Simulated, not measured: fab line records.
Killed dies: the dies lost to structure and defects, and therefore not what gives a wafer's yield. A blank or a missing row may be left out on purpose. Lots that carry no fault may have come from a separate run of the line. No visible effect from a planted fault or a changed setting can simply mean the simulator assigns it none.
The tool behind it: which one? :: flow n5Finfet :: 23 wafers from 8 lots sampled at 7 of the route's 1938 steps

## WHAT THE GAUGES READ, wafer by wafer
N5_BEOL_M9_OCD_MEAS_38. Usual: trenchDepthNm 151 nm, standard deviation 3.8.
lot: L557
measured: day 10 04:54
on: ocd-01
trenchDepthNm (nm): 151 151 147
flag: 

lot: L564
measured: day 11 17:47
on: ocd-01
trenchDepthNm (nm): 151 148 160
flag: 

lot: L563
measured: day 11 23:25
on: ocd-01
trenchDepthNm (nm): 152 159 147
flag: 

lot: L574
measured: day 14 05:25
on: ocd-01
trenchDepthNm (nm): 173 164 172
flag: OFF

lot: L573
measured: day 14 13:54
on: ocd-02
trenchDepthNm (nm): 165 162 162
flag: OFF

lot: L576
measured: day 14 16:07
on: ocd-01
trenchDepthNm (nm): 151 150 148
flag: 

lot: L575
measured: day 14 16:17
on: ocd-02
trenchDepthNm (nm): 147 152
flag: 

lot: L577
measured: day 15 02:10
on: ocd-01
trenchDepthNm (nm): 147 144 145
flag: 

N5_BEOL_M9_THK_MEAS_53: measures by xrf. Usual: for M9_THK the level is 141 nm and the standard deviation is 4.3.
lot: L557
measured: day 10 07:13
on: filmMetro-02
M9_THK (nm): 141 139 133
flag: 

lot: L564
measured: day 11 21:41
on: filmMetro-02
M9_THK (nm): 141 137 150
flag: 

lot: L563
measured: day 12 03:20
on: filmMetro-02
M9_THK (nm): 141 148 136
flag: 

lot: L574
measured: day 14 08:10
on: filmMetro-02
M9_THK (nm): 164 154 163
flag: OFF

lot: L573
measured: day 14 17:29
on: filmMetro-02
M9_THK (nm): 155 155 152
flag: OFF

lot: L576
measured: day 14 19:53
on: filmMetro-01
M9_THK (nm): 142 138 136
flag: 

lot: L575
measured: day 14 20:10
on: filmMetro-02
M9_THK (nm): 136 140
flag: 

lot: L577
measured: day 15 07:37
on: filmMetro-01
M9_THK (nm): 135 136 133
flag: 

N5_BEOL_M9_RS_MEAS_57: a four-point-probe measurement. Usual: for M9_RS the level is 0.152 ohm/sq and the standard deviation is 0.0049.
lot: L557
measured: day 10 07:21
on: filmMetro-02
M9_RS (ohm/sq): 0.151 0.153 0.160
flag: 

lot: L564
measured: day 11 21:50
on: filmMetro-01
M9_RS (ohm/sq): 0.152 0.156 0.142
flag: 

lot: L563
measured: day 12 03:28
on: filmMetro-02
M9_RS (ohm/sq): 0.151 0.143 0.157
flag: 

lot: L574
measured: day 14 08:17
on: filmMetro-02
M9_RS (ohm/sq): 0.127 0.137 0.128
flag: OFF

lot: L573
measured: day 14 17:38
on: filmMetro-02
M9_RS (ohm/sq): 0.137 0.137 0.140
flag: 

lot: L576
measured: day 14 20:04
on: filmMetro-02
M9_RS (ohm/sq): 0.150 0.154 0.156
flag: 

lot: L575
measured: day 14 20:20
on: filmMetro-01
M9_RS (ohm/sq): 0.157 0.153
flag: 

lot: L577
measured: day 15 07:46
on: filmMetro-01
M9_RS (ohm/sq): 0.159 0.158 0.162
flag: 

## TOOL THAT RAN EACH LOT (tool first, then ch and the chambers of the sampled wafers, then the start)
lot: L557
N5_BEOL_M9_ETCH_76: rieDiel-05 ch 2,3, day 10 04:29
N5_BEOL_M9_TRENCH_ETCH_37: rieDiel-05 ch 2,3, day 10 04:44
N5_BEOL_M9_STRIP_80: rieDiel-05 ch 2,3, day 10 04:54 or earlier
N5_BEOL_M9_ALD_74: aldMetal-03 ch 0,2,3, day 10 05:42

lot: L564
N5_BEOL_M9_ETCH_76: rieDiel-01 ch 0,1,2, day 11 17:22
N5_BEOL_M9_TRENCH_ETCH_37: rieDiel-01 ch 0,1,2, day 11 17:37
N5_BEOL_M9_STRIP_80: rieDiel-01 ch 0,1,2, day 11 17:47 or earlier
N5_BEOL_M9_ALD_74: aldMetal-03 ch 0,2,3, day 11 18:47

lot: L563
N5_BEOL_M9_ETCH_76: rieDiel-01 ch 0,1,2, day 11 23:00
N5_BEOL_M9_TRENCH_ETCH_37: rieDiel-01 ch 0,1,2, day 11 23:15
N5_BEOL_M9_STRIP_80: rieDiel-01 ch 0,1,2, day 11 23:25 or earlier
N5_BEOL_M9_ALD_74: aldMetal-01 ch 0,1,3, day 12 00:20

lot: L574
N5_BEOL_M9_ETCH_76: rieDiel-01 ch 0,3, day 14 04:59
N5_BEOL_M9_TRENCH_ETCH_37: rieDiel-01 ch 0,3, day 14 05:14
N5_BEOL_M9_STRIP_80: rieDiel-01 ch 0,3, day 14 05:25 or earlier
N5_BEOL_M9_ALD_74: aldMetal-02 ch 0,2,3, day 14 06:21

lot: L573
N5_BEOL_M9_ETCH_76: rieDiel-01 ch 1,3, day 14 13:28
N5_BEOL_M9_TRENCH_ETCH_37: rieDiel-01 ch 1,3, day 14 13:43
N5_BEOL_M9_STRIP_80: rieDiel-01 ch 1,3, day 14 13:54 or earlier
N5_BEOL_M9_ALD_74: aldMetal-02 ch 0,1,3, day 14 14:49

lot: L576
N5_BEOL_M9_ETCH_76: rieDiel-05 ch 1,2,3, day 14 15:41
N5_BEOL_M9_TRENCH_ETCH_37: rieDiel-05 ch 1,2,3, day 14 15:56
N5_BEOL_M9_STRIP_80: rieDiel-05 ch 1,2,3, day 14 16:07 or earlier
N5_BEOL_M9_ALD_74: aldMetal-03 ch 1,2, day 14 17:52

lot: L575
N5_BEOL_M9_ETCH_76: rieDiel-03 ch 0,1, day 14 15:52
N5_BEOL_M9_TRENCH_ETCH_37: rieDiel-03 ch 0,1, day 14 16:07
N5_BEOL_M9_STRIP_80: rieDiel-03 ch 0,1, day 14 16:17 or earlier
N5_BEOL_M9_ALD_74: aldMetal-01 ch 0,2, day 14 17:58

lot: L577
N5_BEOL_M9_ETCH_76: rieDiel-05 ch 0,3, day 15 01:45
N5_BEOL_M9_TRENCH_ETCH_37: rieDiel-05 ch 0,3, day 15 01:59
N5_BEOL_M9_STRIP_80: rieDiel-05 ch 0,3, day 15 02:10 or earlier
N5_BEOL_M9_ALD_74: aldMetal-02 ch 0,2, day 15 06:10
- N5_BEOL_M9_ETCH_76: etches underlayer in N2/H2, target depth 6.5 nm, time 5.2 s.
- N5_BEOL_M9_TRENCH_ETCH_37: etches SiCOH lowk in C4F6/O2, target depth 151.43 nm, time 49 s.
- N5_BEOL_M9_STRIP_80: strips in N2/H2, time 10 s.
- N5_BEOL_M9_ALD_74: deposits TaN, target thk 2 nm, pulse time 2 s, purge time 3 s.

## AS READ BY THE TOOLS THEMSELVES (means over the sampled wafers that have a number; for cases with no such wafer, the mark the record gives instead)
N5_BEOL_M9_ETCH_76. Usual: biasW 150.0 W, standard deviation 0.48; drypumpMotorCurrentA 5.6 A, standard deviation 0.44; etchRfOnTimeS 5.23 s, standard deviation 0.2; h2FlowSccm 199.9 sccm, standard deviation 0.67; oesProductAu 0.69 a.u., standard deviation 0.06; rfFwdPowerW 819.9 W, standard deviation 2.6; rfVppV 523.1 V, standard deviation 2.3; showerheadPlenumPTorr 2.51 Torr, standard deviation 0.073; throttleValvePct 17.70 %, standard deviation 0.29.
lot: L557
tool: rieDiel-05
biasW (W): 149.8
drypumpMotorCurrentA (A): 5.3
etchRfOnTimeS (s): 5.28
h2FlowSccm (sccm): 200.7
oesProductAu (a.u.): 0.68
rfFwdPowerW (W): 818.3
rfVppV (V): 523.6
showerheadPlenumPTorr (Torr): 2.51
throttleValvePct (%): 17.90
flag: 

lot: L564
tool: rieDiel-01
biasW (W): 150.1
drypumpMotorCurrentA (A): 5.4
etchRfOnTimeS (s): 5.17
h2FlowSccm (sccm): 200.1
oesProductAu (a.u.): 0.72
rfFwdPowerW (W): 819.2
rfVppV (V): 522.6
showerheadPlenumPTorr (Torr): 2.46
throttleValvePct (%): 17.42
flag: 

lot: L563
tool: rieDiel-01
biasW (W): 150.4
drypumpMotorCurrentA (A): 5.4
etchRfOnTimeS (s): 5.14
h2FlowSccm (sccm): 199.1
oesProductAu (a.u.): 0.73
rfFwdPowerW (W): 818.0
rfVppV (V): 522.5
showerheadPlenumPTorr (Torr): 2.46
throttleValvePct (%): 17.43
flag: 

lot: L574
tool: rieDiel-01
biasW (W): 149.8
drypumpMotorCurrentA (A): 5.7
etchRfOnTimeS (s): 5.01
h2FlowSccm (sccm): 200.2
oesProductAu (a.u.): 0.71
rfFwdPowerW (W): 814.9
rfVppV (V): 522.8
showerheadPlenumPTorr (Torr): 2.49
throttleValvePct (%): 17.68
flag: 

lot: L573
tool: rieDiel-01
biasW (W): 150.3
drypumpMotorCurrentA (A): 5.6
etchRfOnTimeS (s): 5.40
h2FlowSccm (sccm): 200.3
oesProductAu (a.u.): 0.68
rfFwdPowerW (W): 820.9
rfVppV (V): 521.9
showerheadPlenumPTorr (Torr): 2.49
throttleValvePct (%): 17.51
flag: 

lot: L576
tool: rieDiel-05
biasW (W): 149.7
drypumpMotorCurrentA (A): 5.6
etchRfOnTimeS (s): 5.31
h2FlowSccm (sccm): 199.8
oesProductAu (a.u.): 0.67
rfFwdPowerW (W): 819.8
rfVppV (V): 525.3
showerheadPlenumPTorr (Torr): 2.55
throttleValvePct (%): 17.78
flag: 

lot: L575
tool: rieDiel-03
biasW (W): 149.7
drypumpMotorCurrentA (A): 6.3
etchRfOnTimeS (s): 5.25
h2FlowSccm (sccm): 198.9
oesProductAu (a.u.): 0.65
rfFwdPowerW (W): 819.1
rfVppV (V): 525.5
showerheadPlenumPTorr (Torr): 2.53
throttleValvePct (%): 18.01
flag: 

lot: L577
tool: rieDiel-05
biasW (W): 150.2
drypumpMotorCurrentA (A): 5.3
etchRfOnTimeS (s): 5.38
h2FlowSccm (sccm): 199.9
oesProductAu (a.u.): 0.59
rfFwdPowerW (W): 819.5
rfVppV (V): 521.6
showerheadPlenumPTorr (Torr): 2.48
throttleValvePct (%): 18.08
flag: 

N5_BEOL_M9_TRENCH_ETCH_37. Usual: biasW 185.1 W, standard deviation 0.57; drypumpMotorCurrentA 5.6 A, standard deviation 0.43; oes_f_703_au 0.79 a.u., standard deviation 0.066; oes_o_777_au 0.80 a.u., standard deviation 0.061; oesProductAu 0.80 a.u., standard deviation 0.071; rfFwdPowerW 341.7 W, standard deviation 1.3; rfVppV 668 V, standard deviation 25; showerheadPlenumPTorr 2.83 Torr, standard deviation 0.085; throttleValvePct 20.87 %, standard deviation 0.23.
lot: L557
tool: rieDiel-05
biasW (W): 185.1
drypumpMotorCurrentA (A): 5.3
oes_f_703_au (a.u.): 0.76
oes_o_777_au (a.u.): 0.78
oesProductAu (a.u.): 0.80
rfFwdPowerW (W): 341.2
rfVppV (V): 686
showerheadPlenumPTorr (Torr): 2.81
throttleValvePct (%): 20.93
flag: 

lot: L564
tool: rieDiel-01
biasW (W): 184.7
drypumpMotorCurrentA (A): 5.4
oes_f_703_au (a.u.): 0.83
oes_o_777_au (a.u.): 0.84
oesProductAu (a.u.): 0.85
rfFwdPowerW (W): 342.0
rfVppV (V): 679
showerheadPlenumPTorr (Torr): 2.79
throttleValvePct (%): 20.74
flag: 

lot: L563
tool: rieDiel-01
biasW (W): 185.3
drypumpMotorCurrentA (A): 5.4
oes_f_703_au (a.u.): 0.82
oes_o_777_au (a.u.): 0.84
oesProductAu (a.u.): 0.85
rfFwdPowerW (W): 341.7
rfVppV (V): 679
showerheadPlenumPTorr (Torr): 2.79
throttleValvePct (%): 20.74
flag: 

lot: L574
tool: rieDiel-01
biasW (W): 185.0
drypumpMotorCurrentA (A): 5.7
oes_f_703_au (a.u.): 1.08
oes_o_777_au (a.u.): 1.03
oesProductAu (a.u.): 0.88
rfFwdPowerW (W): 422.8
rfVppV (V): 592
showerheadPlenumPTorr (Torr): 2.83
throttleValvePct (%): 20.99
flag: OFF

lot: L573
tool: rieDiel-01
biasW (W): 184.7
drypumpMotorCurrentA (A): 5.6
oes_f_703_au (a.u.): 1.00
oes_o_777_au (a.u.): 0.98
oesProductAu (a.u.): 0.84
rfFwdPowerW (W): 424.8
rfVppV (V): 596
showerheadPlenumPTorr (Torr): 2.83
throttleValvePct (%): 20.86
flag: OFF

lot: L576
tool: rieDiel-05
biasW (W): 185.4
drypumpMotorCurrentA (A): 5.6
oes_f_703_au (a.u.): 0.77
oes_o_777_au (a.u.): 0.78
oesProductAu (a.u.): 0.80
rfFwdPowerW (W): 342.9
rfVppV (V): 683
showerheadPlenumPTorr (Torr): 2.85
throttleValvePct (%): 20.89
flag: 

lot: L575
tool: rieDiel-03
biasW (W): 184.7
drypumpMotorCurrentA (A): 6.3
oes_f_703_au (a.u.): 0.74
oes_o_777_au (a.u.): 0.73
oesProductAu (a.u.): 0.75
rfFwdPowerW (W): 340.6
rfVppV (V): 688
showerheadPlenumPTorr (Torr): 2.81
throttleValvePct (%): 20.90
flag: 

lot: L577
tool: rieDiel-05
biasW (W): 185.0
drypumpMotorCurrentA (A): 5.4
oes_f_703_au (a.u.): 0.70
oes_o_777_au (a.u.): 0.71
oesProductAu (a.u.): 0.67
rfFwdPowerW (W): 341.5
rfVppV (V): 645
showerheadPlenumPTorr (Torr): 2.77
throttleValvePct (%): 21.03
flag: 

N5_BEOL_M9_STRIP_80. Usual: drypumpMotorCurrentA 5.6 A, standard deviation 0.44; h2FlowSccm 200.0 sccm, standard deviation 0.55; oesProductAu 0.81 a.u., standard deviation 0.072; rfVppV 59.1 V, standard deviation 0.81; showerheadPlenumPTorr 2.50 Torr, standard deviation 0.073; throttleValvePct 23.4 %, standard deviation 0.39.
lot: L557
tool: rieDiel-05
drypumpMotorCurrentA (A): 5.3
h2FlowSccm (sccm): 199.9
oesProductAu (a.u.): 0.81
rfVppV (V): 59.1
showerheadPlenumPTorr (Torr): 2.51
throttleValvePct (%): 23.7
flag: 

lot: L564
tool: rieDiel-01
drypumpMotorCurrentA (A): 5.4
h2FlowSccm (sccm): 199.8
oesProductAu (a.u.): 0.86
rfVppV (V): 58.8
showerheadPlenumPTorr (Torr): 2.46
throttleValvePct (%): 23.1
flag: 

lot: L563
tool: rieDiel-01
drypumpMotorCurrentA (A): 5.4
h2FlowSccm (sccm): 199.8
oesProductAu (a.u.): 0.86
rfVppV (V): 59.6
showerheadPlenumPTorr (Torr): 2.46
throttleValvePct (%): 23.1
flag: 

lot: L574
tool: rieDiel-01
drypumpMotorCurrentA (A): 5.7
h2FlowSccm (sccm): 200.3
oesProductAu (a.u.): 0.83
rfVppV (V): 58.9
showerheadPlenumPTorr (Torr): 2.48
throttleValvePct (%): 23.5
flag: 

lot: L573
tool: rieDiel-01
drypumpMotorCurrentA (A): 5.6
h2FlowSccm (sccm): 199.4
oesProductAu (a.u.): 0.81
rfVppV (V): 59.3
showerheadPlenumPTorr (Torr): 2.49
throttleValvePct (%): 23.1
flag: 

lot: L576
tool: rieDiel-05
drypumpMotorCurrentA (A): 5.6
h2FlowSccm (sccm): 201.0
oesProductAu (a.u.): 0.82
rfVppV (V): 58.8
showerheadPlenumPTorr (Torr): 2.54
throttleValvePct (%): 23.5
flag: 

lot: L575
tool: rieDiel-03
drypumpMotorCurrentA (A): 6.3
h2FlowSccm (sccm): 200.1
oesProductAu (a.u.): 0.74
rfVppV (V): 58.2
showerheadPlenumPTorr (Torr): 2.53
throttleValvePct (%): 23.9
flag: 

lot: L577
tool: rieDiel-05
drypumpMotorCurrentA (A): 5.4
h2FlowSccm (sccm): 200.0
oesProductAu (a.u.): 0.68
rfVppV (V): 59.1
showerheadPlenumPTorr (Torr): 2.48
throttleValvePct (%): 23.8
flag: 

N5_BEOL_M9_ALD_74. Usual: heaterPowerW 403 W, standard deviation 57.
lot: L557
tool: aldMetal-03
heaterPowerW (W): 422
flag: 

lot: L564
tool: aldMetal-03
heaterPowerW (W): 422
flag: 

lot: L563
tool: aldMetal-01
heaterPowerW (W): 445
flag: 

lot: L574
tool: aldMetal-02
heaterPowerW (W): 397
flag: 

lot: L573
tool: aldMetal-02
heaterPowerW (W): 371
flag: 

lot: L576
tool: aldMetal-03
heaterPowerW (W): 376
flag: 

lot: L575
tool: aldMetal-01
heaterPowerW (W): 424
flag: 

lot: L577
tool: aldMetal-02
heaterPowerW (W): 430
flag: 

## THE ANSWER, worked out from the rows above alone
Rule: a lot counts as off when the mean over its wafers that have a number is more than 3 standard deviations away from the usual mean. A lot without any number at a reading at which 4 lots or more have one is off too. The other lots that the step has rows for count as sound. The gauges are gone through in route order, then the tools' own readings, and for those a lot's mean is taken as printed above. At the first step where some lot is off, the reading lying furthest off is the one used; lots without a number count as furthest.
Off: L574, L573, at N5_BEOL_M9_OCD_MEAS_38 (trenchDepthNm).
If a tool, at a process step before that reading, ran all the lots that are off and no sound lot after the first of them, it fits. Not tried: the gauges at N5_BEOL_M9_OCD_MEAS_38; whatever is off there is also off at N5_BEOL_M9_THK_MEAS_53, on other tools, and gauge error can't account for it. With no start given for some of its lots, N5_BEOL_M9_STRIP_80 uses the hours and lot order of N5_BEOL_M9_OCD_MEAS_38. One fits: N5_BEOL_M9_ETCH_76 and N5_BEOL_M9_TRENCH_ETCH_37 and N5_BEOL_M9_STRIP_80 on rieDiel-01. At N5_BEOL_M9_ETCH_76 its last sound lot is L563 (day 11 23:00), its first lot that is off L574 (day 14 04:59): a fault that began between those two fits.

## WHAT THE SIMULATOR PUT IN
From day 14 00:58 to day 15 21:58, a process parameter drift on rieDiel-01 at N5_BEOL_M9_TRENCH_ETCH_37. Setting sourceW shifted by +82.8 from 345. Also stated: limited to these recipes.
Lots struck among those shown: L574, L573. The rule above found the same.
